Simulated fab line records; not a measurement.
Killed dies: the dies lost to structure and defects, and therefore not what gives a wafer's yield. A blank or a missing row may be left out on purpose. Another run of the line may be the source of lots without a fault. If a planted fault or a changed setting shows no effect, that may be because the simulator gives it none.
Which tool was responsible? | flow nandHarc | Sampling: 24 lots, 72 wafers, 6 of 1302 route steps

WHAT THE GAUGES READ, wafer by wafer
NHARC_P_M2_THK_MEAS_24: measures by xrf.
lot  | measured     | on           | thkNm (nm)
L074 | day 6 15:02  | filmMetro-02 | 145.0 145.5 143.9
L075 | day 6 15:38  | filmMetro-02 | 144.3 143.7 144.6
L076 | day 7 03:59  | filmMetro-02 | 145.3 146.7 146.0
L077 | day 7 16:32  | filmMetro-02 | 144.3 143.8 142.9
L078 | day 8 02:28  | filmMetro-01 | 146.2 144.7 145.6
L079 | day 8 13:25  | filmMetro-01 | 144.9 142.4 144.0
L080 | day 9 01:10  | filmMetro-01 | 142.9 144.6 143.4
L081 | day 9 07:07  | filmMetro-02 | 143.4 143.3 146.7
L082 | day 9 23:11  | filmMetro-02 | 143.3 144.4 144.0
L083 | day 10 04:25 | filmMetro-02 | 143.5 144.2 145.1
L084 | day 10 21:03 | filmMetro-01 | 146.7 144.8 145.9
L085 | day 10 23:16 | filmMetro-01 | 145.4 143.5 147.8
L086 | day 11 10:25 | filmMetro-01 | 144.6 143.3 144.9
L087 | day 11 22:01 | filmMetro-02 | 143.8 143.1 143.7
L088 | day 12 16:02 | filmMetro-02 | 146.3 143.2 144.1
L089 | day 12 16:43 | filmMetro-02 | 144.1 145.0 143.2
L090 | day 13 10:01 | filmMetro-01 | 145.8 144.7 145.0
L091 | day 13 19:19 | filmMetro-02 | 144.4 144.1 143.1
L092 | day 13 19:29 | filmMetro-01 | 145.6 145.0 144.3
L093 | day 14 08:45 | filmMetro-02 | 147.3 145.8 145.2
L094 | day 14 21:34 | filmMetro-01 | 142.7 144.4 143.0
L095 | day 15 04:35 | filmMetro-01 | 144.3 145.5 142.8
L096 | day 16 09:59 | filmMetro-02 | 143.8 144.1 145.4
L097 | day 16 09:47 | filmMetro-01 | 143.8 142.4 144.8

WHICH TOOL RAN EACH LOT (tool, then ch and the chambers of the sampled wafers, then the start)
lot  | NHARC_P_CONTACT_ALD_22             | NHARC_P_M0_CMP_23             | NHARC_P_M1_ETCH_28                           | NHARC_P_M1_PRE_CLEAN_32         | NHARC_P_M2_PVD_21
L074 | aldMetal-01 ch 1,3, day 6 02:02    | cmp-02 ch 0,1,2, day 6 06:26  | rieDiel-07 ch 0,1,2, day 6 11:05 or earlier  | pecvd-03 ch 0,1,2, day 6 11:05  | pvdSputter-01, day 6 15:02 or earlier
L075 | aldMetal-02 ch 0,1, day 6 02:13    | cmp-04 ch 2,3, day 6 06:34    | rieDiel-05 ch 0,2,3, day 6 11:25 or earlier  | pecvd-03 ch 0,2, day 6 11:25    | pvdSputter-02, day 6 15:38 or earlier
L076 | aldMetal-02 ch 1,2, day 6 14:25    | cmp-01 ch 0,1,2, day 6 19:02  | rieDiel-05 ch 0,2,3, day 7 00:03 or earlier  | pecvd-04 ch 1,2, day 7 00:03    | pvdSputter-03, day 7 03:59 or earlier
L077 | aldMetal-01 ch 2,3, day 7 03:33    | cmp-02 ch 1,2, day 7 07:56    | rieDiel-07 ch 1,3, day 7 12:38 or earlier    | pecvd-01 ch 0,1,2, day 7 12:38  | pvdSputter-03, day 7 16:32 or earlier
L078 | aldMetal-02 ch 1,2, day 7 13:20    | cmp-01 ch 0,1,3, day 7 17:43  | rieDiel-05 ch 0,3, day 7 22:29 or earlier    | pecvd-01 ch 0,1, day 7 22:29    | pvdSputter-02, day 8 02:28 or earlier
L079 | aldMetal-02 ch 1,2,3, day 7 22:49  | cmp-01 ch 0,2,3, day 8 04:38  | rieDiel-11 ch 0,2,3, day 8 09:31 or earlier  | pecvd-03 ch 0,2, day 8 09:31    | pvdSputter-02, day 8 13:25 or earlier
L080 | aldMetal-01 ch 0,1,3, day 8 12:19  | cmp-01 ch 0,1,2, day 8 16:52  | rieDiel-11 ch 0,3, day 8 21:25 or earlier    | pecvd-01 ch 1,2, day 8 21:25    | pvdSputter-03, day 9 01:10 or earlier
L081 | aldMetal-01 ch 0,2,3, day 8 17:57  | cmp-01 ch 1,2,3, day 8 22:34  | rieDiel-07 ch 0,1,3, day 9 03:12 or earlier  | pecvd-04 ch 0,1,2, day 9 03:12  | pvdSputter-01, day 9 07:07 or earlier
L082 | aldMetal-04 ch 0,1,2, day 9 10:10  | cmp-01 ch 1,3, day 9 14:32    | rieDiel-05 ch 0,2, day 9 19:15 or earlier    | pecvd-03 ch 0,2, day 9 19:15    | pvdSputter-03, day 9 23:11 or earlier
L083 | aldMetal-01 ch 1,2,3, day 9 15:32  | cmp-02 ch 0,2,3, day 9 19:59  | rieDiel-07 ch 1,3, day 10 00:37 or earlier   | pecvd-04 ch 0,1, day 10 00:37   | pvdSputter-01, day 10 04:25 or earlier
L084 | aldMetal-01 ch 1,2,3, day 10 08:16 | cmp-04 ch 0,1,2, day 10 12:32 | rieDiel-07 ch 0,1, day 10 17:11 or earlier   | pecvd-04 ch 1,2, day 10 17:11   | pvdSputter-03, day 10 21:03 or earlier
L085 | aldMetal-01 ch 1,2,3, day 10 10:23 | cmp-02 ch 0,1,3, day 10 14:37 | rieDiel-07 ch 0,1,2, day 10 19:25 or earlier | pecvd-04 ch 0,1,2, day 10 19:25 | pvdSputter-02, day 10 23:16 or earlier
L086 | aldMetal-04 ch 0,1,3, day 10 21:34 | cmp-04 ch 1,2, day 11 01:56   | rieDiel-11 ch 0,1,3, day 11 06:31 or earlier | pecvd-03 ch 0,1,2, day 11 06:31 | pvdSputter-01, day 11 10:25 or earlier
L087 | aldMetal-01 ch 0,1,3, day 11 08:52 | cmp-01 ch 0,1, day 11 13:07   | rieDiel-05 ch 2,3, day 11 18:05 or earlier   | pecvd-04 ch 1,2, day 11 18:05   | pvdSputter-03, day 11 22:01 or earlier
L088 | aldMetal-04 ch 1,2,3, day 12 03:03 | cmp-01 ch 0,1,3, day 12 07:26 | rieDiel-11 ch 0,2, day 12 12:08 or earlier   | pecvd-03 ch 0,1,2, day 12 12:08 | pvdSputter-02, day 12 16:02 or earlier
L089 | aldMetal-01 ch 1,2,3, day 12 03:31 | cmp-01 ch 0,2,3, day 12 08:07 | rieDiel-11 ch 1,3, day 12 12:46 or earlier   | pecvd-03 ch 1,2, day 12 12:46   | pvdSputter-03, day 12 16:43 or earlier
L090 | aldMetal-02 ch 2,3, day 12 20:31   | cmp-01 ch 1,2,3, day 13 01:19 | rieDiel-11 ch 1,3, day 13 05:58 or earlier   | pecvd-03 ch 1,2, day 13 05:58   | pvdSputter-02, day 13 10:01 or earlier
L091 | aldMetal-02 ch 0,3, day 13 05:50   | cmp-02 ch 2,3, day 13 10:31   | rieDiel-11 ch 1,3, day 13 15:17 or earlier   | pecvd-03 ch 0,1, day 13 15:17   | pvdSputter-01, day 13 19:19 or earlier
L092 | aldMetal-04 ch 0,1, day 13 06:18   | cmp-01 ch 0,1,2, day 13 10:38 | rieDiel-11 ch 1,2, day 13 15:23 or earlier   | pecvd-01 ch 0,1, day 13 15:23   | pvdSputter-03, day 13 19:29 or earlier
L093 | aldMetal-04 ch 0,1,3, day 13 19:48 | cmp-04 ch 0,1, day 14 00:06   | rieDiel-11 ch 2,3, day 14 04:54 or earlier   | pecvd-04 ch 1,2, day 14 04:54   | pvdSputter-01, day 14 08:45 or earlier
L094 | aldMetal-01 ch 1,2,3, day 14 08:23 | cmp-01 ch 1,2,3, day 14 12:48 | rieDiel-05 ch 0,2,3, day 14 17:37 or earlier | pecvd-01 ch 0,1, day 14 17:37   | pvdSputter-01, day 14 21:34 or earlier
L095 | aldMetal-04 ch 0,1, day 14 15:35   | cmp-01 ch 1,3, day 14 20:07   | rieDiel-05 ch 0,3, day 15 00:49 or earlier   | pecvd-01 ch 0,1, day 15 00:49   | pvdSputter-02, day 15 04:35 or earlier
L096 | aldMetal-01 ch 2,3, day 15 06:39   | cmp-01 ch 0,2,3, day 16 00:02 | rieDiel-11 ch 0,1,3, day 16 06:04 or earlier | pecvd-03 ch 0,1,2, day 16 06:04 | pvdSputter-03, day 16 09:59 or earlier
L097 | aldMetal-04 ch 0,1,2, day 15 10:38 | cmp-04 ch 0,3, day 16 01:08   | rieDiel-07 ch 1,2,3, day 16 05:52 or earlier | pecvd-04 ch 0,1,2, day 16 05:52 | pvdSputter-01, day 16 09:47 or earlier
- NHARC_P_CONTACT_ALD_22: deposits TiN, target thk 3 nm, pulse time 1 s, ald cycles 150.
- NHARC_P_M0_CMP_23: polishes, t overpolish 20 s, target thk 117.54 nm.
- NHARC_P_M1_ETCH_28: etches the open film in CF4/N2, target depth 30 nm, time 72.99 s.
- NHARC_P_M1_PRE_CLEAN_32: time 12 s.
- NHARC_P_M2_PVD_21: deposits Cu, target thk 30 nm, time 20.49 s.

AS READ BY THE TOOLS THEMSELVES (means over the sampled wafers that have a number; for cases with no such wafer, the mark the record gives instead)
NHARC_P_CONTACT_ALD_22.
lot  | tool        | heaterPowerOuterW (W) | heaterPowerW (W) | precursorPulseHeightRel
L074 | aldMetal-01 | 693                   | 1098             | 1.020
L075 | aldMetal-02 | 652                   | 1029             | 1.003
L076 | aldMetal-02 | 718                   | 1094             | 0.990
L077 | aldMetal-01 | 648                   | 1016             | 1.000
L078 | aldMetal-02 | 733                   | 1126             | 0.999
L079 | aldMetal-02 | 696                   | 1086             | 0.978
L080 | aldMetal-01 | 654                   | 1034             | 0.993
L081 | aldMetal-01 | 636                   | 1012             | 0.999
L082 | aldMetal-04 | 711                   | 1157             | 1.002
L083 | aldMetal-01 | 654                   | 1017             | 1.021
L084 | aldMetal-01 | 649                   | 1010             | 1.000
L085 | aldMetal-01 | 645                   | 1017             | 0.982
L086 | aldMetal-04 | 716                   | 1173             | 1.011
L087 | aldMetal-01 | 646                   | 1039             | 0.989
L088 | aldMetal-04 | 694                   | 1134             | 1.002
L089 | aldMetal-01 | 642                   | 1008             | 0.987
L090 | aldMetal-02 | 615                   | 1020             | 1.002
L091 | aldMetal-02 | 588                   | 1021             | 0.996
L092 | aldMetal-04 | 739                   | 1212             | 0.983
L093 | aldMetal-04 | 726                   | 1184             | 0.995
L094 | aldMetal-01 | 654                   | 1007             | 1.004
L095 | aldMetal-04 | 769                   | 1276             | 0.992
L096 | aldMetal-01 | 659                   | 1013             | 0.995
L097 | aldMetal-04 | 720                   | 1178             | 1.015

NHARC_P_M0_CMP_23.
lot  | tool   | motorCurrentA (A) | timeToEndpointS (s)
L074 | cmp-02 | 11.6              | 31.2
L075 | cmp-04 | 11.2              | 29.0
L076 | cmp-01 | 11.9              | 33.0
L077 | cmp-02 | 11.3              | 28.6
L078 | cmp-01 | 11.6              | 29.9
L079 | cmp-01 | 11.9              | 27.8
L080 | cmp-01 | 12.0              | 33.4
L081 | cmp-01 | 12.1              | 25.7
L082 | cmp-01 | 11.9              | 28.0
L083 | cmp-02 | 12.7              | 27.9
L084 | cmp-04 | 10.2              | 30.7
L085 | cmp-02 | 11.5              | 29.9
L086 | cmp-04 | 10.1              | 34.2
L087 | cmp-01 | 11.4              | 32.5
L088 | cmp-01 | 11.4              | 29.8
L089 | cmp-01 | 11.7              | 29.5
L090 | cmp-01 | 12.0              | 24.9
L091 | cmp-02 | 13.5              | 28.1
L092 | cmp-01 | 11.7              | 29.0
L093 | cmp-04 | 10.6              | 28.7
L094 | cmp-01 | 11.9              | 28.1
L095 | cmp-01 | 12.3              | 29.4
L096 | cmp-01 | 11.7              | 31.8
L097 | cmp-04 | 12.0              | 27.7

NHARC_P_M1_ETCH_28.
lot  | tool       | chamberPressureMTorr (mTorr) | drypumpMotorCurrentA (A) | oesProductAu (a.u.) | rfVppV (V) | showerheadPlenumPTorr (Torr) | throttleValvePct (%)
L074 | rieDiel-07 | 29.998                       | 6.2                      | 0.983               | 315.1      | 2.65                         | 19.798
L075 | rieDiel-05 | 30.009                       | 5.6                      | 1.004               | 312.4      | 2.54                         | 19.793
L076 | rieDiel-05 | 30.011                       | 5.6                      | 1.008               | 312.8      | 2.54                         | 19.793
L077 | rieDiel-07 | 29.958                       | 5.2                      | 0.990               | 315.6      | 2.71                         | 19.793
L078 | rieDiel-05 | 30.024                       | 5.4                      | 1.014               | 314.6      | 2.57                         | 19.797
L079 | rieDiel-11 | 30.030                       | 5.6                      | 1.002               | 316.0      | 2.72                         | 19.793
L080 | rieDiel-11 | 29.982                       | 5.7                      | 1.008               | 315.5      | 2.68                         | 19.797
L081 | rieDiel-07 | 29.988                       | 5.7                      | 0.986               | 314.4      | 2.63                         | 19.795
L082 | rieDiel-05 | 29.985                       | 5.7                      | 1.010               | 312.6      | 2.52                         | 19.790
L083 | rieDiel-07 | 30.000                       | 5.3                      | 0.988               | 315.5      | 2.70                         | 19.794
L084 | rieDiel-07 | 30.001                       | 6.0                      | 1.005               | 313.6      | 2.59                         | 19.788
L085 | rieDiel-07 | 30.017                       | 6.1                      | 0.994               | 314.2      | 2.64                         | 19.789
L086 | rieDiel-11 | 30.033                       | 5.8                      | 1.013               | 315.4      | 2.72                         | 19.791
L087 | rieDiel-05 | 30.025                       | 5.7                      | 1.013               | 313.0      | 2.51                         | 19.799
L088 | rieDiel-11 | 29.999                       | 5.3                      | 1.011               | 315.9      | 2.71                         | 19.792
L089 | rieDiel-11 | 30.000                       | 6.0                      | 0.998               | 315.9      | 2.76                         | 19.795
L090 | rieDiel-11 | 30.022                       | 6.0                      | 1.002               | 316.3      | 2.75                         | 19.799
L091 | rieDiel-11 | 29.988                       | 6.0                      | 0.994               | 316.2      | 2.76                         | 19.790
L092 | rieDiel-11 | 29.989                       | 5.5                      | 1.000               | 316.4      | 2.74                         | 19.792
L093 | rieDiel-11 | 30.002                       | 5.5                      | 1.003               | 316.5      | 2.75                         | 19.799
L094 | rieDiel-05 | 30.013                       | 5.6                      | 1.008               | 312.7      | 2.54                         | 19.788
L095 | rieDiel-05 | 29.997                       | 5.5                      | 1.011               | 313.5      | 2.57                         | 19.793
L096 | rieDiel-11 | 29.967                       | 5.8                      | 0.999               | 316.0      | 2.71                         | 19.800
L097 | rieDiel-07 | 30.009                       | 5.6                      | 0.991               | 314.2      | 2.68                         | 19.800

NHARC_P_M1_PRE_CLEAN_32.
lot  | tool     | heaterPowerOuterW (W) | heaterPowerW (W)
L074 | pecvd-03 | 352                   | 599
L075 | pecvd-03 | 360                   | 610
L076 | pecvd-04 | 385                   | 639
L077 | pecvd-01 | 353                   | 580
L078 | pecvd-01 | 337                   | 581
L079 | pecvd-03 | 360                   | 594
L080 | pecvd-01 | 364                   | 616
L081 | pecvd-04 | 358                   | 619
L082 | pecvd-03 | 352                   | 577
L083 | pecvd-04 | 364                   | 645
L084 | pecvd-04 | 388                   | 642
L085 | pecvd-04 | 322                   | 577
L086 | pecvd-03 | 363                   | 628
L087 | pecvd-04 | 401                   | 663
L088 | pecvd-03 | 367                   | 630
L089 | pecvd-03 | 400                   | 689
L090 | pecvd-03 | 368                   | 613
L091 | pecvd-03 | 382                   | 669
L092 | pecvd-01 | 375                   | 633
L093 | pecvd-04 | 361                   | 630
L094 | pecvd-01 | 408                   | 670
L095 | pecvd-01 | 412                   | 682
L096 | pecvd-03 | 367                   | 636
L097 | pecvd-04 | 365                   | 624

NHARC_P_M2_PVD_21.
lot  | tool          | throttleValvePct (%)
L074 | pvdSputter-01 | 30.6
L075 | pvdSputter-02 | 30.0
L076 | pvdSputter-03 | 29.6
L077 | pvdSputter-03 | 30.5
L078 | pvdSputter-02 | 30.2
L079 | pvdSputter-02 | 30.5
L080 | pvdSputter-03 | 30.4
L081 | pvdSputter-01 | 30.4
L082 | pvdSputter-03 | 30.2
L083 | pvdSputter-01 | 31.0
L084 | pvdSputter-03 | 29.9
L085 | pvdSputter-02 | 30.9
L086 | pvdSputter-01 | 31.2
L087 | pvdSputter-03 | 29.9
L088 | pvdSputter-02 | 30.8
L089 | pvdSputter-03 | 30.3
L090 | pvdSputter-02 | 31.2
L091 | pvdSputter-01 | 31.2
L092 | pvdSputter-03 | 30.4
L093 | pvdSputter-01 | 31.8
L094 | pvdSputter-01 | 30.3
L095 | pvdSputter-02 | 30.6
L096 | pvdSputter-03 | 30.0
L097 | pvdSputter-01 | 31.1

THE ANSWER, worked out from the rows above alone
Rule: the lots themselves supply what counts as usual. Put in order of their means at a reading, lots are off if they are a third of the lots or fewer, leave a main group of 4 or more, and stand apart from it by a gap of 3 or more times the standard deviation of the main group's means; of several such gaps the widest counts. Not used: any main group whose means are identical at the precision the tables above print for the reading. A lot without any number at a reading at which 4 lots or more have one is off too. Where the step has rows for the other lots, those lots are counted as sound. Order of review: gauges by route order, followed by the tools' own readings, for which a lot's mean as printed above is used. The first step at which some lot is off is used, and at that step the reading that is off furthest; a lot without a number counts as furthest.
No lot is off on any of the readings shown, so nothing can be concluded from this.

WHAT HAD BEEN PUT IN BY THE SIMULATOR
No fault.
